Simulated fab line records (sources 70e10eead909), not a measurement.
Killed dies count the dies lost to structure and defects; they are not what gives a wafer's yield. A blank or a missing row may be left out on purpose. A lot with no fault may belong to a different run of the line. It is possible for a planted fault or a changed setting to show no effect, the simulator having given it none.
fab line records	flow nand-harc
[record] lots = 24	wafers = 72	last-day = 34
route steps=1302 shown P_GATE@141 P_CONTACT@246 P_M0@269
lots that met no fault: from a run of the same line without faults
start-h: hours from the record's first day to the start of the lot's first wafer shown	wait-h: time in hours since the lot's previous step	" same as the row above	L1.1+2: a single row standing in for several wafers	- value missing, or start not given	* or withheld: withheld	< > ~ a bound
route shown NAME@n: names a module that has steps shown in the file, with the first one's number in the route	usual: average and standard deviation across the fault-free wafers	same: alike in all rows	chamber/n: place in a boat	sites: readings site by site	_std_site: how widely they spread, as a standard deviation	_edge_site: the outer-site mean with the inner-site mean subtracted	radius-mm: for every site, how far away it sits from the centre of the wafer	mask NAME#n: copy n	behind: tool/chamber where the wafer was last shaped	hold: reason for holding the lot/hours on hold/outcome of the hold	device: the transistor (n, p or np) that didn't switch	end of line: the route-end tests of the same wafers	a step without rows: its recipe alone	killed: count of dies lost to structure and defects at first sort (not the wafer's yield)	map: dies across one wafer; x = killed, . = not, _ = none there
set.NAME: setting as actually run; set.NAME@STEP: the setting as run at that earlier step	model.NAME: the simulator's own value behind a step, which no gauge read
route steps across a sampled set of lots; one table per step, one row per wafer
services: a tool's chamber out of use, with start hour (start-h, from the record's first day; less than 0 if before it), hours out, and reason
[[steps]]
[step NHARC_P_GATE_CD_MEAS_26]
[recipe] target-cd-nm = 120	landing-energy-ev = 500
[usual] cd-nm = 120.4/0.77
lot.wafer	tool	chamber	start-h	wait-h	cd-nm
L074.1	cd-sem-01	0	95.88	-	119.4
L074.2	"	0	"	"	119.8
L074.5	"	0	"	"	120.0
L075.4	cd-sem-01	0	109.10	-	119.9
L075.5	"	0	"	"	120.3
L075.6	"	0	"	"	121.0
L076.3	cd-sem-01	0	114.29	-	120.4
L076.4	"	0	"	"	120.4
L076.6	"	0	"	"	120.9
L077.1	cd-sem-01	0	125.72	-	120.7
L077.4	"	0	"	"	120.2
L077.5	"	0	"	"	120.8
L078.4	cd-sem-02	0	137.05	-	119.8
L078.5	"	0	"	"	119.6
L078.6	"	0	"	"	120.0
L079.1	cd-sem-02	0	145.52	-	120.1
L079.4	"	0	"	"	120.5
L079.5	"	0	"	"	120.2
L080.3	cd-sem-02	0	158.76	-	120.1
L080.4	"	0	"	"	119.5
L080.6	"	0	"	"	120.0
L081.2	cd-sem-03	0	170.08	-	119.7
L081.3	"	0	"	"	120.4
L081.6	"	0	"	"	119.4
L082.1	cd-sem-02	0	178.20	-	120.2
L082.3	"	0	"	"	120.1
L082.5	"	0	"	"	119.6
L083.1	cd-sem-02	0	192.89	-	120.0
L083.2	"	0	"	"	119.8
L083.6	"	0	"	"	118.7
L084.2	cd-sem-01	0	201.99	-	119.8
L084.3	"	0	"	"	119.8
L084.4	"	0	"	"	119.1
L085.1	cd-sem-02	0	219.11	-	120.3
L085.2	"	0	"	"	120.5
L085.4	"	0	"	"	120.6
L086.1	cd-sem-02	0	219.87	-	121.9
L086.5	"	0	"	"	122.2
L086.6	"	0	"	"	120.9
L089.2	cd-sem-02	0	242.00	-	121.6
L089.3	"	0	"	"	121.4
L089.5	"	0	"	"	121.4
L087.1	cd-sem-02	0	242.64	-	119.2
L087.5	"	0	"	"	119.6
L087.6	"	0	"	"	119.4
L088.3	cd-sem-02	0	242.96	-	119.2
L088.5	"	0	"	"	119.8
L088.6	"	0	"	"	119.3
L090.1	cd-sem-02	0	262.25	-	120.4
L090.2	"	0	"	"	120.3
L090.5	"	0	"	"	119.9
L091.2	cd-sem-03	0	270.04	-	121.2
L091.4	"	0	"	"	121.5
L091.5	"	0	"	"	121.3
L092.1	cd-sem-03	0	280.45	-	119.8
L092.2	"	0	"	"	120.1
L092.3	"	0	"	"	119.2
L093.1	cd-sem-02	0	289.46	-	120.7
L093.4	"	0	"	"	120.8
L093.6	"	0	"	"	120.9
L094.3	cd-sem-01	0	300.49	-	120.8
L094.4	"	0	"	"	120.8
L094.5	"	0	"	"	120.7
L095.2	cd-sem-02	0	313.79	-	121.8
L095.4	"	0	"	"	120.8
L095.6	"	0	"	"	121.4
L096.2	cd-sem-01	0	322.34	-	121.4
L096.4	"	0	"	"	120.5
L096.6	"	0	"	"	120.7
L097.4	cd-sem-03	0	325.85	-	121.2
L097.5	"	0	"	"	121.1
L097.6	"	0	"	"	120.4
[step NHARC_P_GATE_STRIP_101]
[recipe] time-s = 20	o2-flow-sccm = 500	ar-flow-sccm = 0	bias-w = 0	chemistry = O2
[usual] chamber-pressure-mTorr = 59.99/0.053	drypump-motor-current-A = 5.7/0.39	oes-product-au = 0.996/0.0088	rf-vpp-V = 57.7/0.89	showerhead-plenum-p-Torr = 3.49/0.14	throttle-valve-pct = 17.036/0.0094
lot.wafer	tool	chamber	start-h	wait-h	chamber-pressure-mTorr	drypump-motor-current-A	oes-product-au	rf-hours-counter-h	rf-vpp-V	showerhead-plenum-p-Torr	throttle-valve-pct
L074.2	rie-diel-10	0	107.02	0.1	59.96	6.0	0.995	2	58.6	3.33	17.053
L074.1	"	2	"	"	60.00	6.1	0.995	1	57.1	3.62	17.037
L074.5	"	2	"	"	59.95	6.1	1.004	-	57.6	3.62	17.042
L075.4	rie-diel-06	3	120.21	0.1	60.04	5.3	0.991	8	58.0	3.31	17.055
L075.5	"	2	"	"	60.06	5.7	0.992	-	59.4	3.60	17.040
L075.6	"	3	"	"	60.09	5.4	1.005	-	58.3	3.31	17.043
L076.3	rie-diel-10	2	125.43	0.1	59.88	6.1	1.012	2	59.7	3.62	17.038
L076.4	"	0	"	"	59.97	6.0	1.000	3	57.3	3.33	17.012
L076.6	"	1	"	"	60.02	5.6	0.992	-	57.6	3.37	17.043
L077.1	rie-diel-10	3	136.79	0.1	60.00	5.4	0.985	3	57.9	3.64	17.024
L077.4	"	2	"	"	59.99	6.1	1.008	3	56.5	3.62	17.058
L077.5	"	3	"	"	60.03	5.4	0.993	-	56.0	3.64	17.047
L078.4	rie-diel-06	2	148.15	0.1	59.94	5.7	1.005	1	58.3	3.60	17.025
L078.5	"	3	"	"	60.00	5.4	1.003	-	57.4	3.31	17.045
L078.6	"	0	"	"	59.95	5.7	1.007	-	58.0	3.49	17.045
L079.4	rie-diel-06	1	156.55	0.1	59.91	6.3	1.006	1	58.2	3.34	17.048
L079.1	"	2	"	"	59.92	5.7	0.995	1	57.4	3.60	17.032
L079.5	"	0	"	"	59.94	5.7	0.990	-	57.4	3.49	17.039
L080.4	rie-diel-01	0	169.80	0.1	60.05	6.1	1.001	7	56.8	3.53	17.053
L080.3	"	1	"	"	60.01	6.6	1.005	8	58.8	3.76	17.036
L080.6	"	1	"	"	60.05	6.6	1.004	-	58.6	3.76	17.061
L081.3	rie-diel-06	1	183.27	0.1	59.92	6.3	1.005	2	58.4	3.34	17.016
L081.2	"	3	"	"	59.93	5.3	0.993	3	56.4	3.31	17.059
L081.6	"	3	"	"	59.93	5.4	0.996	-	55.7	3.31	17.033
L082.3	rie-diel-10	0	189.24	0.1	59.96	6.0	0.993	6	55.8	3.33	17.030
L082.1	"	3	"	"	59.96	5.4	0.989	4	59.1	3.64	17.040
L082.5	"	0	"	"	59.93	6.0	1.006	-	57.8	3.33	17.043
L083.1	rie-diel-10	1	203.93	0.1	59.98	5.7	0.990	6	57.8	3.37	17.026
L083.2	"	0	"	"	60.01	6.0	0.996	6	57.5	3.33	17.037
L083.6	"	2	"	"	59.97	6.1	0.996	-	57.0	3.62	17.053
L084.2	rie-diel-06	2	215.02	0.1	60.08	5.7	0.994	5	57.6	3.60	17.040
L084.3	"	3	"	"	59.91	5.3	1.000	5	56.7	3.31	17.041
L084.4	"	0	"	"	59.98	5.7	1.008	4	58.7	3.49	17.034
L085.1	rie-diel-10	3	230.18	0.1	59.96	5.4	0.994	7	58.1	3.64	17.036
L085.4	"	0	"	"	59.95	5.9	1.005	8	56.8	3.33	17.030
L085.2	"	2	"	"	59.92	6.1	1.007	8	58.1	3.62	17.026
L086.1	rie-diel-01	2	230.91	0.1	60.08	5.6	0.996	1	59.2	3.67	17.022
L086.6	"	2	"	"	60.03	5.6	1.000	-	57.1	3.67	17.044
L086.5	"	3	"	"	60.03	5.0	0.986	-	58.3	3.58	17.035
L089.2	rie-diel-01	2	253.19	0.1	59.92	5.6	1.009	2	59.1	3.67	17.038
L089.3	"	1	"	"	59.93	6.6	0.996	1	56.7	3.76	17.035
L089.5	"	2	"	"	60.04	5.6	1.003	-	57.8	3.67	17.063
L087.1	rie-diel-06	2	253.72	0.1	60.00	5.7	0.981	8	58.6	3.60	17.025
L087.5	"	3	"	"	60.02	5.4	0.996	-	56.7	3.30	17.037
L087.6	"	0	"	"	59.97	5.7	0.982	-	57.0	3.49	17.032
L088.3	rie-diel-10	3	256.19	0.1	59.95	5.4	0.993	0	58.9	3.63	17.035
L088.6	"	2	"	"	59.95	6.1	1.015	-	58.4	3.62	17.028
L088.5	"	3	"	"	59.97	5.4	0.992	-	56.4	3.63	17.029
L090.1	rie-diel-06	0	273.31	0.1	59.98	5.7	1.000	9	58.2	3.49	17.042
L090.2	"	1	"	"	59.97	6.3	0.996	8	56.7	3.33	17.033
L090.5	"	3	"	"	60.03	5.4	0.994	-	57.9	3.30	17.038
L091.4	rie-diel-06	1	281.06	0.1	59.90	6.3	0.995	8	56.4	3.33	17.024
L091.2	"	3	"	"	60.08	5.3	0.989	10	57.9	3.30	17.035
L091.5	"	1	"	"	59.99	6.3	0.979	-	56.8	3.33	17.036
L092.1	rie-diel-06	3	291.41	0.1	59.91	5.4	1.000	10	58.9	3.30	17.030
L092.3	"	0	"	"	59.96	5.7	1.004	9	57.7	3.49	17.016
L092.2	"	2	"	"	59.94	5.7	0.986	10	59.6	3.60	17.037
L093.1	rie-diel-06	3	300.49	0.1	60.03	5.4	1.001	11	58.0	3.30	17.030
L093.4	"	0	"	"	60.01	5.7	0.997	10	56.9	3.49	17.037
L093.6	"	1	"	"	59.98	6.3	1.000	-	57.6	3.33	17.048
L094.4	rie-diel-01	3	311.62	0.1	60.02	5.0	0.998	6	57.5	3.58	17.047
L094.3	"	2	"	"	60.01	5.5	0.997	6	58.3	3.67	17.035
L094.5	"	3	"	"	59.88	5.0	1.001	-	57.7	3.58	17.031
L095.2	rie-diel-01	1	325.17	0.1	60.07	6.6	0.994	6	58.3	3.75	17.037
L095.4	"	2	"	"	60.01	5.6	1.004	7	57.2	3.67	17.039
L095.6	"	3	"	"	60.08	5.0	0.999	-	58.9	3.58	17.023
L096.2	rie-diel-01	3	333.43	0.1	59.98	5.0	1.004	7	57.9	3.58	17.043
L096.4	"	0	"	"	60.09	6.1	0.975	6	58.2	3.52	17.036
L096.6	"	2	"	"	60.06	5.6	1.003	-	58.1	3.67	17.036
L097.4	rie-diel-06	3	337.04	0.1	60.04	5.3	0.989	0	57.0	3.30	17.042
L097.5	"	2	"	"	59.91	5.7	0.998	-	57.4	3.60	17.029
L097.6	"	3	"	"	59.87	5.3	0.989	-	58.2	3.30	17.041
[step NHARC_P_GATE_RTA_82]
[recipe] temp-c = 450	time-s = 30
[usual] anneal-temp-c-max = 452.1/0.52	lamp-power-pct = 3.79/0.2	lamp_zone_3_pct = 3.79/0.2	wafer_temp_C_max = 452.7/0.73
lot.wafer	tool	chamber	start-h	wait-h	anneal-temp-c-max	lamp-power-pct	lamp_zone_3_pct	wafer_temp_C_max
L074.1	rtp-anneal-01	0	114.55	-	452.5	3.99	3.99	452.4
L074.2	"	0	"	"	452.3	4.00	3.99	454.3
L074.5	"	0	"	"	451.8	3.99	3.99	453.1
L075.4	rtp-anneal-02	0	127.73	-	451.5	3.59	3.59	452.5
L075.5	"	0	"	"	451.0	3.60	3.60	452.6
L075.6	"	0	"	"	450.9	3.59	3.59	451.6
L076.3	rtp-anneal-01	0	132.79	-	452.4	3.99	3.99	452.9
L076.4	"	0	"	"	452.2	3.99	4.00	453.2
L076.6	"	0	"	"	453.1	3.99	3.99	453.8
L077.1	rtp-anneal-01	0	144.21	-	452.6	3.98	3.99	451.9
L077.4	"	0	"	"	452.5	3.99	3.99	452.3
L077.5	"	0	"	"	452.5	3.99	3.99	453.9
L078.4	rtp-anneal-02	0	155.75	-	451.7	3.59	3.59	452.1
L078.5	"	0	"	"	451.6	3.59	3.59	452.3
L078.6	"	0	"	"	451.4	3.60	3.60	451.8
L079.1	rtp-anneal-02	0	163.70	-	451.7	3.59	3.60	452.1
L079.4	"	0	"	"	451.9	3.59	3.60	451.2
L079.5	"	0	"	"	451.6	3.59	3.60	452.2
L080.3	rtp-anneal-02	0	176.76	-	451.7	3.60	3.59	452.0
L080.4	"	0	"	"	451.7	3.59	3.60	452.0
L080.6	"	0	"	"	452.0	3.60	3.59	452.4
L081.2	rtp-anneal-02	0	190.80	-	451.8	3.59	3.59	452.3
L081.3	"	0	"	"	451.8	3.60	3.60	451.9
L081.6	"	0	"	"	452.1	3.60	3.60	451.4
L082.1	rtp-anneal-02	0	196.39	-	452.1	3.59	3.59	452.5
L082.3	"	0	"	"	452.3	3.60	3.60	451.9
L082.5	"	0	"	"	451.8	3.60	3.59	452.5
L083.1	rtp-anneal-01	0	211.19	-	452.0	3.99	3.99	452.7
L083.2	"	0	"	"	452.5	3.98	3.99	453.2
L083.6	"	0	"	"	452.8	3.99	3.99	452.4
L084.2	rtp-anneal-02	0	222.39	-	451.7	3.59	3.60	452.1
L084.3	"	0	"	"	451.6	3.59	3.59	453.5
L084.4	"	0	"	"	452.0	3.60	3.60	451.7
L085.1	rtp-anneal-02	0	237.48	-	451.2	3.60	3.60	452.4
L085.2	"	0	"	"	451.5	3.59	3.60	453.3
L085.4	"	0	"	"	451.8	3.60	3.59	452.8
L086.1	rtp-anneal-02	0	238.17	-	452.2	3.59	3.60	452.1
L086.5	"	0	"	"	451.5	3.59	3.59	452.0
L086.6	"	0	"	"	451.3	3.60	3.59	453.0
L089.2	rtp-anneal-01	0	260.37	-	452.7	3.99	3.99	452.8
L089.3	"	0	"	"	452.4	3.99	3.98	453.7
L089.5	"	0	"	"	452.7	3.99	3.99	453.0
L087.1	rtp-anneal-01	0	260.97	-	452.9	3.99	3.99	453.3
L087.5	"	0	"	"	452.5	4.00	3.98	453.1
L087.6	"	0	"	"	452.2	3.99	3.99	452.9
L088.3	rtp-anneal-01	0	263.25	-	452.5	3.99	3.99	453.6
L088.5	"	0	"	"	452.4	3.99	3.99	453.2
L088.6	"	0	"	"	452.8	3.98	3.99	453.6
L090.1	rtp-anneal-02	0	280.42	-	452.3	3.59	3.59	452.2
L090.2	"	0	"	"	452.0	3.59	3.60	452.5
L090.5	"	0	"	"	451.4	3.59	3.60	452.1
L091.2	rtp-anneal-02	0	288.39	-	451.7	3.59	3.59	451.8
L091.4	"	0	"	"	451.4	3.60	3.60	451.9
L091.5	"	0	"	"	452.0	3.59	3.60	452.3
L092.1	rtp-anneal-01	0	298.86	-	452.4	3.99	3.99	452.8
L092.2	"	0	"	"	452.6	3.99	3.99	453.0
L092.3	"	0	"	"	453.5	3.99	3.99	453.5
L093.1	rtp-anneal-02	0	307.94	-	451.9	3.59	3.59	452.1
L093.4	"	0	"	"	451.5	3.59	3.60	452.8
L093.6	"	0	"	"	451.5	3.60	3.59	452.3
L094.3	rtp-anneal-01	0	318.76	-	453.2	3.99	3.98	452.4
L094.4	"	0	"	"	452.1	3.99	3.99	453.2
L094.5	"	0	"	"	452.3	3.99	3.99	453.4
L095.2	rtp-anneal-01	0	332.53	-	452.5	3.99	3.99	452.7
L095.4	"	0	"	"	452.4	3.99	3.99	453.3
L095.6	"	0	"	"	453.1	3.99	3.99	453.2
L096.2	rtp-anneal-01	0	341.10	-	452.6	3.99	3.98	453.0
L096.4	"	0	"	"	452.9	3.99	3.99	453.6
L096.6	"	0	"	"	452.0	3.99	3.98	454.2
L097.4	rtp-anneal-01	0	344.44	-	451.3	3.99	4.00	453.6
L097.5	"	0	"	"	452.4	3.99	3.99	453.2
L097.6	"	0	"	"	452.2	3.99	3.99	454.4
[step NHARC_P_CONTACT_PVD_32]
[recipe] target-thk-a = 50	chamber-pressure-pa = 5	power-w = 5000	substrate-temp-c = 200	time-s = 17.7	material = Ti
[usual] throttle-valve-pct = 30.1/1.4
lot.wafer	tool	chamber	start-h	wait-h	throttle-valve-pct
L074.1	pvd-sputter-03	-	-	-	29.1
L074.2	"	-	"	"	28.9
L074.5	"	-	"	"	29.1
L075.4	pvd-sputter-01	-	-	-	29.2
L075.5	"	-	"	"	30.7
L075.6	"	-	"	"	32.4
L076.3	pvd-sputter-01	-	-	-	29.4
L076.4	"	-	"	"	30.6
L076.6	"	-	"	"	29.4
L077.4	pvd-sputter-01	-	-	-	32.2
L077.1	"	-	"	"	32.5
L077.5	"	-	"	"	29.4
L078.4	pvd-sputter-01	-	-	-	29.5
L078.5	"	-	"	"	30.7
L078.6	"	-	"	"	32.4
L079.4	pvd-sputter-01	-	-	-	32.3
L079.1	"	-	"	"	29.0
L079.5	"	-	"	"	32.3
L080.3	pvd-sputter-01	-	-	-	30.7
L080.4	"	-	"	"	32.3
L080.6	"	-	"	"	30.6
L081.3	pvd-sputter-01	-	-	-	32.4
L081.2	"	-	"	"	29.1
L081.6	"	-	"	"	30.9
L082.3	pvd-sputter-03	-	-	-	29.8
L082.1	"	-	"	"	30.4
L082.5	"	-	"	"	29.1
L083.2	pvd-sputter-01	-	-	-	32.2
L083.1	"	-	"	"	30.8
L083.6	"	-	"	"	29.4
L084.3	pvd-sputter-02	-	226.14	-	29.3
L084.2	"	-	"	"	29.1
L084.4	"	-	"	"	29.0
L085.2	pvd-sputter-01	-	-	-	32.1
L085.1	"	-	"	"	30.8
L085.4	"	-	"	"	31.9
L086.1	pvd-sputter-03	-	-	-	29.8
L086.5	"	-	"	"	29.8
L086.6	"	-	"	"	30.6
L089.3	pvd-sputter-03	-	-	-	30.1
L089.2	"	-	"	"	30.6
L089.5	"	-	"	"	29.1
L087.1	pvd-sputter-02	-	-	-	29.1
L087.5	"	-	"	"	28.9
L087.6	"	-	"	"	29.2
L088.3	pvd-sputter-01	-	-	-	30.9
L088.6	"	-	"	"	30.7
L088.5	"	-	"	"	31.7
L090.2	pvd-sputter-03	-	-	-	30.7
L090.1	"	-	"	"	30.2
L090.5	"	-	"	"	29.8
L091.4	pvd-sputter-03	-	-	-	29.7
L091.2	"	-	"	"	30.7
L091.5	"	-	"	"	29.1
L092.3	pvd-sputter-02	-	-	-	29.2
L092.2	"	-	"	"	28.8
L092.1	"	-	"	"	28.6
L093.1	pvd-sputter-02	-	-	-	29.0
L093.4	"	-	"	"	28.3
L093.6	"	-	"	"	29.4
L094.3	pvd-sputter-02	-	-	-	28.7
L094.4	"	-	"	"	29.1
L094.5	"	-	"	"	28.5
L095.2	pvd-sputter-01	-	-	-	28.3
L095.4	"	-	"	"	30.9
L095.6	"	-	"	"	28.5
L096.4	pvd-sputter-02	-	-	-	28.5
L096.2	"	-	"	"	28.6
L096.6	"	-	"	"	28.2
L097.4	pvd-sputter-02	-	-	-	29.2
L097.6	"	-	"	"	29.3
L097.5	"	-	"	"	28.7
[step NHARC_P_CONTACT_INSPECT_27]
[usual] raw-defect-count = 303/130
lot.wafer	tool	chamber	start-h	wait-h	raw-defect-count
L074.1	defect-inspect-02	-	119.74	0.1	253
L074.2	"	-	"	"	330
L074.5	"	-	"	"	202
L075.4	defect-inspect-01	-	132.77	0.1	445
L075.5	"	-	"	"	462
L075.6	"	-	"	"	270
L076.3	defect-inspect-01	-	138.14	0.1	299
L076.4	"	-	"	"	358
L076.6	"	-	"	"	252
L077.1	defect-inspect-02	-	149.30	0.1	383
L077.4	"	-	"	"	319
L077.5	"	-	"	"	300
L078.4	defect-inspect-02	-	160.93	0.1	404
L078.5	"	-	"	"	270
L078.6	"	-	"	"	376
L079.1	defect-inspect-02	-	168.72	0.1	274
L079.4	"	-	"	"	262
L079.5	"	-	"	"	510
L080.3	defect-inspect-01	-	181.93	0.1	209
L080.4	"	-	"	"	301
L080.6	"	-	"	"	161
L081.2	defect-inspect-01	-	195.92	0.1	272
L081.3	"	-	"	"	353
L081.6	"	-	"	"	493
L082.1	defect-inspect-01	-	201.46	0.1	358
L082.3	"	-	"	"	518
L082.5	"	-	"	"	266
L083.1	defect-inspect-01	-	216.28	0.1	237
L083.2	"	-	"	"	197
L083.6	"	-	"	"	233
L084.2	defect-inspect-02	-	227.51	0.1	401
L084.3	"	-	"	"	371
L084.4	"	-	"	"	345
L085.1	defect-inspect-01	-	242.59	0.1	241
L085.2	"	-	"	"	271
L085.4	"	-	"	"	189
L086.1	defect-inspect-01	-	243.29	0.1	173
L086.5	"	-	"	"	403
L086.6	"	-	"	"	274
L089.2	defect-inspect-01	-	265.31	0.1	183
L089.3	"	-	"	"	284
L089.5	"	-	"	"	228
L087.1	defect-inspect-02	-	266.14	0.1	131
L087.5	"	-	"	"	196
L087.6	"	-	"	"	202
L088.3	defect-inspect-01	-	268.20	0.1	161
L088.5	"	-	"	"	411
L088.6	"	-	"	"	219
L090.1	defect-inspect-01	-	285.42	0.1	547
L090.2	"	-	"	"	300
L090.5	"	-	"	"	300
L091.2	defect-inspect-01	-	293.56	0.1	159
L091.4	"	-	"	"	264
L091.5	"	-	"	"	223
L092.1	defect-inspect-02	-	303.81	0.1	335
L092.2	"	-	"	"	277
L092.3	"	-	"	"	338
L093.1	defect-inspect-01	-	313.18	0.1	300
L093.4	"	-	"	"	173
L093.6	"	-	"	"	180
L094.3	defect-inspect-01	-	323.84	0.1	195
L094.4	"	-	"	"	289
L094.5	"	-	"	"	315
L095.2	defect-inspect-01	-	337.57	0.1	240
L095.4	"	-	"	"	282
L095.6	"	-	"	"	279
L096.2	defect-inspect-02	-	346.26	0.1	165
L096.4	"	-	"	"	189
L096.6	"	-	"	"	242
L097.4	defect-inspect-01	-	349.46	0.1	611
L097.5	"	-	"	"	483
L097.6	"	-	"	"	509
[step NHARC_P_M0_CD_MEAS_16]
[usual] cd-nm = 89.7/0.85
lot.wafer	tool	chamber	start-h	wait-h	cd-nm
L074.1	cd-sem-02	-	121.12	-	89.2
L074.2	"	-	"	"	88.0
L074.5	"	-	"	"	89.3
L075.4	cd-sem-03	-	134.19	-	89.6
L075.5	"	-	"	"	90.2
L075.6	"	-	"	"	89.5
L076.3	cd-sem-03	-	139.40	-	89.5
L076.4	"	-	"	"	89.0
L076.6	"	-	"	"	89.7
L077.1	cd-sem-03	-	151.24	-	88.4
L077.4	"	-	"	"	88.3
L077.5	"	-	"	"	88.0
L078.4	cd-sem-03	-	162.38	-	88.5
L078.5	"	-	"	"	87.8
L078.6	"	-	"	"	88.7
L079.1	cd-sem-01	-	170.10	-	90.2
L079.4	"	-	"	"	90.4
L079.5	"	-	"	"	90.3
L080.3	cd-sem-01	-	183.32	-	91.5
L080.4	"	-	"	"	90.0
L080.6	"	-	"	"	89.5
L081.2	cd-sem-01	-	197.31	-	89.1
L081.3	"	-	"	"	90.4
L081.6	"	-	"	"	88.3
L082.1	cd-sem-01	-	202.89	-	88.5
L082.3	"	-	"	"	89.3
L082.5	"	-	"	"	88.6
L083.1	cd-sem-01	-	217.74	-	89.9
L083.2	"	-	"	"	89.4
L083.6	"	-	"	"	88.6
L084.2	cd-sem-03	-	228.90	-	89.3
L084.3	"	-	"	"	89.8
L084.4	"	-	"	"	90.6
L085.1	cd-sem-01	-	243.97	-	90.2
L085.2	"	-	"	"	89.3
L085.4	"	-	"	"	90.3
L086.1	cd-sem-02	-	244.67	-	90.4
L086.5	"	-	"	"	90.3
L086.6	"	-	"	"	90.4
L089.2	cd-sem-03	-	266.70	-	91.1
L089.3	"	-	"	"	90.6
L089.5	"	-	"	"	90.7
L087.1	cd-sem-03	-	267.51	-	90.5
L087.5	"	-	"	"	90.2
L087.6	"	-	"	"	90.5
L088.3	cd-sem-03	-	269.63	-	89.4
L088.5	"	-	"	"	90.0
L088.6	"	-	"	"	88.7
L090.1	cd-sem-02	-	286.86	-	89.0
L090.2	"	-	"	"	90.2
L090.5	"	-	"	"	89.9
L091.2	cd-sem-01	-	294.95	-	90.3
L091.4	"	-	"	"	89.8
L091.5	"	-	"	"	89.6
L092.1	cd-sem-02	-	305.20	-	89.4
L092.2	"	-	"	"	89.4
L092.3	"	-	"	"	90.0
L093.1	cd-sem-01	-	314.65	-	91.0
L093.4	"	-	"	"	90.2
L093.6	"	-	"	"	90.2
L094.3	cd-sem-01	-	325.29	-	89.5
L094.4	"	-	"	"	90.0
L094.5	"	-	"	"	89.5
L095.2	cd-sem-03	-	338.83	-	89.9
L095.4	"	-	"	"	88.7
L095.6	"	-	"	"	88.7
L096.2	cd-sem-01	-	347.67	-	89.9
L096.4	"	-	"	"	89.8
L096.6	"	-	"	"	90.5
L097.4	cd-sem-02	-	350.92	-	90.4
L097.5	"	-	"	"	89.5
L097.6	"	-	"	"	89.2
[[services]]
tool	chamber	start-h	hours	kind
rie-diel-01	0	93.40	3.5	repair
pvd-sputter-02	-	104.00	10.0	pm
rie-diel-10	3	106.59	5.3	repair
rie-diel-10	2	109.82	12.1	repair
rie-diel-01	0	114.13	11.5	repair
rie-diel-06	-	130.20	9.0	pm
pvd-sputter-03	-	135.60	0.5	repair
rie-diel-06	1	161.22	10.7	repair
pvd-sputter-03	-	170.00	10.0	pm
rie-diel-06	2	177.99	15.3	repair
rie-diel-06	1	179.76	2.9	repair
rie-diel-01	-	203.80	9.0	pm
pvd-sputter-01	-	226.02	10.0	pm
rie-diel-10	-	242.50	9.0	pm
pvd-sputter-03	-	246.59	1.0	repair
pvd-sputter-02	-	247.77	8.5	repair
rie-diel-06	-	248.96	0.3	repair
pvd-sputter-02	-	282.00	10.0	pm
rie-diel-06	-	307.20	9.0	pm
rie-diel-10	2	322.48	9.0	repair
rie-diel-06	0	323.13	4.4	repair
rie-diel-01	-	336.21	0.9	repair
rie-diel-06	3	338.40	5.2	repair
pvd-sputter-01	-	339.34	8.4	repair
[[key]]
fault none
